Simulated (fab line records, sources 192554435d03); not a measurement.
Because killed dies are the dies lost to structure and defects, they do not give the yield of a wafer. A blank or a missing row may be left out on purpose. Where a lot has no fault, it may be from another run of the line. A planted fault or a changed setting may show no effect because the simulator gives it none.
Matching of chambers | flow n5 finfet | rie diel-02 running N5_BEOL_M8_DESCUM_16: 4 sister chambers
The step chemistry O2, time 7.9 s. 18 wafers are shown with their chamber, then 9 later ones without.

WAFERS WITH THEIR CHAMBER
wafer  | chamber | drypump motor current A (A) | showerhead plenum p Torr (Torr) | throttle valve pct (%)
L075.1 | 1       | 5.23                        | 2.01                            | 20.93
L075.2 | 0       | 5.66                        | 1.96                            | 20.48
L075.3 | 3       | 5.77                        | 2.05                            | 20.37
L079.3 | 3       | 5.76                        | 2.05                            | 20.39
L079.4 | 1       | 5.23                        | 2.01                            | 20.94
L079.5 | 3       | 5.73                        | 2.05                            | 20.39
L082.2 | 3       | 5.73                        | 2.05                            | 20.40
L082.3 | 1       | 5.23                        | 2.00                            | 20.95
L082.6 | 0       | 5.68                        | 1.95                            | 20.51
L084.1 | 1       | 5.24                        | 2.00                            | 20.95
L084.3 | 3       | 5.76                        | 2.05                            | 20.39
L084.6 | 0       | 5.69                        | 1.95                            | 20.50
L085.2 | 2       | 5.69                        | 2.04                            | 20.60
L085.3 | 0       | 5.67                        | 1.95                            | 20.51
L085.6 | 3       | 5.75                        | 2.05                            | 20.39
L090.2 | 3       | 5.78                        | 2.04                            | 20.43
L090.3 | 2       | 5.70                        | 2.04                            | 20.17
L090.5 | 2       | 5.66                        | 2.04                            | 20.16

SIGNATURES, as means of the wafers listed above
reading                  | chamber 0 | chamber 1 | chamber 2 | chamber 3 | scatter within a chamber
drypump motor current A  | 5.6750    | 5.2325    | 5.6833    | 5.7543    | 0.0161
showerhead plenum p Torr | 1.9525    | 2.0050    | 2.0400    | 2.0486    | 0.00432
throttle valve pct       | 20.5000   | 20.9425   | 20.3100   | 20.3943   | 0.096
Rule: a wafer lies at a distance from a chamber equal to the root of the sum of squares, over the readings, of (its reading less the chamber's mean, divided by the reading's scatter). If the next closest chamber is less than 2 further off than the closest, the wafer can't be placed; otherwise it belongs to the closest. The scatter is the square root of a quotient: the sum, over the shown wafers, of each reading's squared deviation from its chamber's mean, divided by wafers minus chambers.

WAFERS WITHOUT THEIR CHAMBER
wafer  | drypump motor current A (A) | showerhead plenum p Torr (Torr) | throttle valve pct (%)
L092.2 | 5.70                        | 2.03                            | 20.16
L092.4 | 5.73                        | 2.04                            | 20.44
L092.5 | 5.69                        | 2.04                            | 20.16
L097.2 | 5.70                        | 2.21                            | 19.95
L097.5 | 5.70                        | 2.03                            | 20.18
L097.6 | 5.27                        | 1.99                            | 20.98
L096.1 | 5.78                        | 2.04                            | 20.45
L096.5 | 5.74                        | 2.04                            | 20.46
L096.6 | 5.71                        | 2.03                            | 20.18

WHICH CHAMBER EACH WENT THROUGH
wafer  | from the rows above     | in truth
L092.2 | 2                       | 2
L092.4 | can't be placed: 3 or 2 | 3
L092.5 | 2                       | 2
L097.2 | can't be placed: 3 or 2 | 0
L097.5 | 2                       | 2
L097.6 | 1                       | 1
L096.1 | 3                       | 3
L096.5 | can't be placed: 3 or 2 | 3
L096.6 | 2                       | 2
6 of 9 placed correctly. From these rows, 3 cannot be placed; in 2 the true chamber is one of the candidates. Number placed wrongly: 0.
